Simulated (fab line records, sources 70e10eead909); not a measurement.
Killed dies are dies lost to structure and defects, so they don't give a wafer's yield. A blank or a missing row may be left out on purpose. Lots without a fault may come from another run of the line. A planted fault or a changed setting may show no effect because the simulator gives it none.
Which tool did it? | flow nand_harc | 14 lots, 42 wafers sampled, at 2 steps of a route of 1302

WHAT THE GAUGES READ, wafer by wafer
NHARC_A_CONTACT_CD_MEAS_53.
lot  | measured     | on        | cd_nm (nm)
L574 | day 22 07:42 | cd_sem-03 | 289.9 289.7 290.3
L573 | day 22 12:38 | cd_sem-02 | 290.3 289.6 289.8
L576 | day 22 13:20 | cd_sem-01 | 289.8 290.0 289.4
L575 | day 22 14:53 | cd_sem-02 | 290.4 289.8 290.7
L577 | day 23 05:31 | cd_sem-01 | 289.6 289.8 288.7
L578 | day 23 05:25 | cd_sem-03 | 288.9 288.0 289.5
L579 | day 24 01:19 | cd_sem-03 | 290.0 289.9 289.9
L581 | day 25 09:53 | cd_sem-01 | 289.9 288.9 289.5
L584 | day 26 07:58 | cd_sem-02 | 289.8 289.6 289.4
L589 | day 28 14:08 | cd_sem-01 | 289.4 288.8 289.0
L592 | day 29 07:02 | cd_sem-01 | 289.6 289.0 289.8
L593 | day 29 07:14 | cd_sem-02 | 287.8 288.7 288.4
L596 | day 31 09:58 | cd_sem-02 | 289.5 288.7 289.6
L595 | day 31 13:21 | cd_sem-02 | 290.4 290.8 289.9

WHICH TOOL RAN EACH LOT (tool, then ch and the chambers of the sampled wafers, then the start)
lot  | NHARC_A_CONTACT_ETCH_121
L574 | har_cap_etch-03 ch 0,1, day 22 06:08
L573 | har_cap_etch-02 ch 0,1, day 22 11:10
L576 | har_cap_etch-03 ch 0,1, day 22 11:47
L575 | har_cap_etch-01 ch 0,1, day 22 13:23
L577 | har_cap_etch-03 ch 0,1, day 23 03:45
L578 | har_cap_etch-01 ch 0,1, day 23 03:51
L579 | har_cap_etch-03 ch 0,1, day 23 23:52
L581 | har_cap_etch-02 ch 0,1, day 25 08:19
L584 | har_cap_etch-03 ch 0,1, day 26 06:30
L589 | har_cap_etch-01 ch 0,1, day 28 12:36
L592 | har_cap_etch-03 ch 0,1, day 29 05:30
L593 | har_cap_etch-02 ch 0,1, day 29 05:46
L596 | har_cap_etch-03 ch 0,1, day 31 08:27
L595 | har_cap_etch-01 ch 0,1, day 31 11:52
- NHARC_A_CONTACT_ETCH_121: etches the open film in C4F8/O2/Ar, time 190 s, target depth 1850 nm.

WHAT THE TOOLS THEMSELVES READ (means of the sampled wafers that have a number; where no wafer has one, the mark that the record gives instead)
NHARC_A_CONTACT_ETCH_121.
lot  | tool            | oes_air_line_au (a.u.)
L574 | har_cap_etch-03 | 1.002
L573 | har_cap_etch-02 | 1.003
L576 | har_cap_etch-03 | 1.008
L575 | har_cap_etch-01 | 1.002
L577 | har_cap_etch-03 | 1.010
L578 | har_cap_etch-01 | 1.009
L579 | har_cap_etch-03 | 1.009
L581 | har_cap_etch-02 | 0.989
L584 | har_cap_etch-03 | 0.989
L589 | har_cap_etch-01 | 0.994
L592 | har_cap_etch-03 | 0.975
L593 | har_cap_etch-02 | 1.001
L596 | har_cap_etch-03 | 1.021
L595 | har_cap_etch-01 | 1.015

THE ANSWER, worked out from the rows above alone
Rule: what is usual is taken from the lots themselves. Put in order of their means at a reading, lots are off if they are a third of the lots or fewer, leave a main group of 4 or more, and stand apart from it by a gap of 3 or more times the standard deviation of the main group's means; of several such gaps the widest counts. A main group whose means are all the same, to the digits that the tables above print for the reading, isn't used. A lot without any number at a reading at which 4 lots or more have one is off too. The other lots that the step has rows for count as sound. The gauges are gone through in route order, then the tools' own readings, and for those a lot's mean is taken as printed above. The first step at which some lot is off is used, and at that step the reading that is off furthest; a lot without a number counts as furthest.
No lot is off at any reading shown: from this, nothing can be told.

WHAT THE SIMULATOR HAD PUT IN
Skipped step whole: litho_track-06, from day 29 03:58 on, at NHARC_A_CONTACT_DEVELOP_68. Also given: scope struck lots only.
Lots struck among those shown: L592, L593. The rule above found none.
